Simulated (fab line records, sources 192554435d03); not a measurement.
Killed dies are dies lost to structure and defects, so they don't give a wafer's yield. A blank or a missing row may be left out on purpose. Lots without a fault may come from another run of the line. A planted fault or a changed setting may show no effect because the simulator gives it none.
Chamber matching | flow n5_finfet | N5_BEOL_M2_STRIP_19 on rie_diel-01: 4 sister chambers
The step strips in O2. 8 wafers are shown with their chamber, then 12 later ones without.

WAFERS WITH THEIR CHAMBER
wafer  | chamber | drypump_motor_current_A (A) | showerhead_plenum_p_Torr (Torr)
L079.1 | 2       | 6.3                         | 2.05
L079.5 | 2       | 6.3                         | 2.05
L083.5 | 3       | 4.8                         | 2.08
L084.3 | 0       | 4.9                         | 2.05
L084.6 | 1       | 4.7                         | 2.16
L088.1 | 1       | 4.7                         | 2.15
L088.3 | 3       | 4.9                         | 2.07
L088.6 | 0       | 4.9                         | 2.05

WAFERS WITHOUT THEIR CHAMBER
wafer  | drypump_motor_current_A (A) | showerhead_plenum_p_Torr (Torr)
L089.2 | 4.9                         | 2.07
L089.5 | 4.9                         | 2.07
L089.6 | 4.7                         | 2.15
L090.2 | 4.7                         | 2.15
L090.5 | 6.3                         | 2.04
L090.6 | 4.7                         | 2.15
L094.1 | 4.7                         | 2.15
L094.3 | 6.3                         | 2.04
L094.5 | 6.3                         | 2.04
L097.1 | 4.7                         | 2.15
L097.2 | 4.9                         | 2.07
L097.6 | 4.7                         | 2.15

WHICH CHAMBER EACH WENT THROUGH
wafer  | from the rows above | in truth
L089.2 | 3                   | 3
L089.5 | 3                   | 3
L089.6 | 1                   | 1
L090.2 | 1                   | 1
L090.5 | 2                   | 2
L090.6 | 1                   | 1
L094.1 | 1                   | 1
L094.3 | 2                   | 2
L094.5 | 2                   | 2
L097.1 | 1                   | 1
L097.2 | 3                   | 3
L097.6 | 1                   | 1
Placed correctly: 12 of 12. Can't be placed from these rows: 0. Placed wrongly: 0.
How it was worked out, from the rows above alone: a wafer's distance from a chamber is the root of the sum, over the readings, of the square of ((its reading less the chamber's mean) divided by the reading's scatter). The wafer belongs to the nearest chamber; if the next one is less than 2 further off, it can't be placed. A chamber's mean is the mean of its shown wafers. The scatter: the root of (the sum of the squares of (reading less its chamber's mean) over the shown wafers, divided by (wafers less chambers)).
